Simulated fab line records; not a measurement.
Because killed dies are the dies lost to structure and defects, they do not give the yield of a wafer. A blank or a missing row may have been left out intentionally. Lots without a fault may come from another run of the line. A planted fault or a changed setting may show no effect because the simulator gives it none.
Split-lot experiment    flow n5Finfet    on a route of 1938 steps: 7 lots, 39 wafers read

## THE SPLIT
At N5_SD_EPI_N_ETCH_45 (etches SiOCN in CH3F/O2, target depth 6 nm), the setting targetDepthA was moved away from the recipe's 60 angstrom on 9 of the 39 wafers read, by -37.6% to -27.0%. All remaining wafers had this setting at the recipe value.

The split's own step is where the reading is taken.

## THE READING
etch.depthNm (the simulator's own value, which no gauge read), in nm, at N5_SD_EPI_N_ETCH_45 (etches SiOCN in CH3F/O2, target depth 6 nm). There is no usual value for it anywhere in the file. Across the 30 wafers here that went through the recipe, the average is 5.987 nm and the standard deviation 0.18 nm.

wafer   tool, chamber at the split  targetDepthA as run, angstrom  against the recipe  etch.depthNm, nm  against lot-mates on the recipe
L075.1  rieDiel-02, 0               60                             recipe              6.086             -
L075.2  rieDiel-02, 2               60                             recipe              5.969             -
L075.3  rieDiel-02, 3               60                             recipe              6.186             -
L075.4  rieDiel-02, 1               60                             recipe              5.702             -
L075.5  rieDiel-02, 1               60                             recipe              5.731             -
L075.6  rieDiel-02, 0               60                             recipe              6.02              -
L078.1  rieDiel-02, 0               60                             recipe              6.145             -
L078.2  rieDiel-02, 1               60                             recipe              5.79              -
L078.4  rieDiel-02, 2               60                             recipe              6.005             -
L087.1  rieDiel-01, 1               43.77                          -27.0%              4.473             -1.441
L087.2  rieDiel-01, 2               60                             recipe              5.769             -
L087.3  rieDiel-01, 3               43.77                          -27.0%              4.321             -1.593
L087.4  rieDiel-01, 0               43.77                          -27.0%              4.395             -1.519
L087.5  rieDiel-01, 0               60                             recipe              6.037             -
L087.6  rieDiel-01, 3               60                             recipe              5.935             -
L088.1  rieDiel-05, 0               60                             recipe              6.293             -
L088.2  rieDiel-05, 1               60                             recipe              6.052             -
L088.3  rieDiel-05, 2               60                             recipe              5.766             -
L088.4  rieDiel-05, 3               60                             recipe              6.041             -
L088.5  rieDiel-05, 1               60                             recipe              6.018             -
L088.6  rieDiel-05, 2               60                             recipe              5.759             -
L089.1  rieDiel-02, 1               37.46                          -37.6%              3.58              -2.402
L089.2  rieDiel-02, 0               37.46                          -37.6%              3.748             -2.234
L089.3  rieDiel-02, 3               37.46                          -37.6%              3.871             -2.111
L089.4  rieDiel-02, 3               60                             recipe              6.187             -
L089.5  rieDiel-02, 1               60                             recipe              5.706             -
L089.6  rieDiel-02, 0               60                             recipe              6.054             -
L091.1  rieDiel-05, 0               60                             recipe              6.31              -
L091.2  rieDiel-05, 1               60                             recipe              6.085             -
L091.3  rieDiel-05, 2               60                             recipe              5.766             -
L091.4  rieDiel-05, 3               60                             recipe              6.132             -
L091.5  rieDiel-05, 3               60                             recipe              6.096             -
L091.6  rieDiel-05, 0               60                             recipe              6.215             -
L095.1  rieDiel-02, 3               60                             recipe              6.173             -
L095.2  rieDiel-02, 1               38.83                          -35.3%              3.715             -2.205
L095.3  rieDiel-02, 2               60                             recipe              5.904             -
L095.4  rieDiel-02, 1               60                             recipe              5.684             -
L095.5  rieDiel-02, 2               38.83                          -35.3%              3.817             -2.103
L095.6  rieDiel-02, 3               38.83                          -35.3%              4.013             -1.907

THE FIT
A straight line over all 39 wafers: etch.depthNm changes by +0.06 nm for each +1% of targetDepthA; r = +0.98; the points scatter about the line by 0.17 nm.
The same after taking each lot's own level away (the mean of its wafers on the recipe; 39 wafers): +0.0587 nm for each +1%; r = +0.98; scatter 0.17 nm.
According to that fit, moving targetDepthA by its largest amount changes the reading by 2.2 nm.
The lots' own levels span 5.9137 to 6.1007 nm, that is 1.0 times the standard deviation above.
So the lot-to-lot level changes the slope little: the two slopes agree.
Check: -2.17 nm against its lot-mates is what the line predicts for one of the wafers moved furthest among these (-37.6%) when that wafer is left out of the fit. Against them it came out at -2.4 nm.

## THESE WAFERS: OTHER SPLITS
These wafers also went through other splits before the reading. Each is held against what the fit with the lots' levels taken away leaves over:
other split on the same wafers         wafers away from the commonest value  r with etch.depthNm (lot level and that fit taken away)
N5_ZERO_LAYER_DEVELOP_10 developTimeS  12                                    -0.13

## FILE'S OWN FIT
etch.depthNm changes by +0.0586 nm for each +1% of targetDepthA, r = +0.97.
